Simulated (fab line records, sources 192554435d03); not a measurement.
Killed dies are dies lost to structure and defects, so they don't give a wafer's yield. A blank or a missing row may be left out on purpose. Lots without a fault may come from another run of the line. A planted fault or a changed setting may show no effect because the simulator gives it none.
Chamber matching | flow n5_finfet | N5_BEOL_M0_SAQP_ILD_DEP_01 on pecvd-01: 3 sister chambers
The step deposits SiOC from DEMS/O2, target thk 45.419 nm, time 8.7 s. 18 wafers are shown with their chamber, then 9 later ones without.

WAFERS WITH THEIR CHAMBER
wafer  | chamber | throttle_valve_pct (%) | heater_power_w (W) | showerhead_plenum_p_Torr (Torr)
L075.2 | 0       | 11.9                   | 603                | 5.678
L075.4 | 1       | 12.2                   | 417                | 5.686
L075.6 | 0       | 11.8                   | 607                | 5.702
L076.1 | 2       | 11.3                   | 476                | 5.703
L076.2 | 1       | 12.2                   | 389                | 5.687
L076.5 | 2       | 11.1                   | 446                | 5.706
L078.2 | 2       | 11.6                   | 510                | 5.700
L078.4 | 2       | 11.4                   | 514                | 5.708
L078.5 | 1       | 12.3                   | 457                | 5.702
L079.1 | 2       | 11.3                   | 557                | 5.700
L079.2 | 1       | 12.2                   | 438                | 5.672
L079.6 | 2       | 11.3                   | 555                | 5.706
L080.1 | 0       | 12.0                   | 627                | 5.695
L080.3 | 2       | 11.4                   | 554                | 5.710
L080.6 | 0       | 12.1                   | 639                | 5.697
L086.3 | 0       | 11.8                   | 611                | 5.680
L086.4 | 2       | 11.5                   | 509                | 5.691
L086.5 | 0       | 12.1                   | 622                | 5.676

SIGNATURES (means of the wafers above)
reading                  | chamber 0 | chamber 1 | chamber 2 | scatter within a chamber
throttle_valve_pct       | 11.950    | 12.225    | 11.363    | 0.132
heater_power_w           | 618.17    | 425.25    | 515.12    | 31.3
showerhead_plenum_p_Torr | 5.68800   | 5.68675   | 5.70300   | 0.00945
Rule: a wafer's distance from a chamber is the root of the sum, over the readings, of the square of ((its reading less the chamber's mean) divided by the reading's scatter). The wafer belongs to the nearest chamber; if the next one is less than 2 further off, it can't be placed. The scatter: the root of (the sum of the squares of (reading less its chamber's mean) over the shown wafers, divided by (wafers less chambers)).

WAFERS WITHOUT THEIR CHAMBER
wafer  | throttle_valve_pct (%) | heater_power_w (W) | showerhead_plenum_p_Torr (Torr)
L088.1 | 12.3                   | 424                | 5.687
L088.2 | 12.0                   | 615                | 5.698
L088.5 | 12.0                   | 415                | 5.690
L090.2 | 11.8                   | 555                | 5.698
L090.3 | 11.5                   | 553                | 5.688
L090.4 | 12.3                   | 432                | 5.683
L093.1 | 12.4                   | 450                | 5.705
L093.4 | 11.8                   | 501                | 5.708
L093.5 | 12.0                   | 445                | 5.686

WHICH CHAMBER EACH WENT THROUGH
wafer  | from the rows above          | in truth
L088.1 | 1                            | 1
L088.2 | 0                            | 0
L088.5 | 1                            | 1
L090.2 | can't be placed: 0 or 2      | 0
L090.3 | can't be placed: 2 or 0      | 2
L090.4 | 1                            | 1
L093.1 | 1                            | 1
L093.4 | can't be placed: 2 or 0 or 1 | 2
L093.5 | 1                            | 1
Placed correctly: 6 of 9. Can't be placed from these rows: 3 (the true chamber is among the candidates in 3). Placed wrongly: 0.
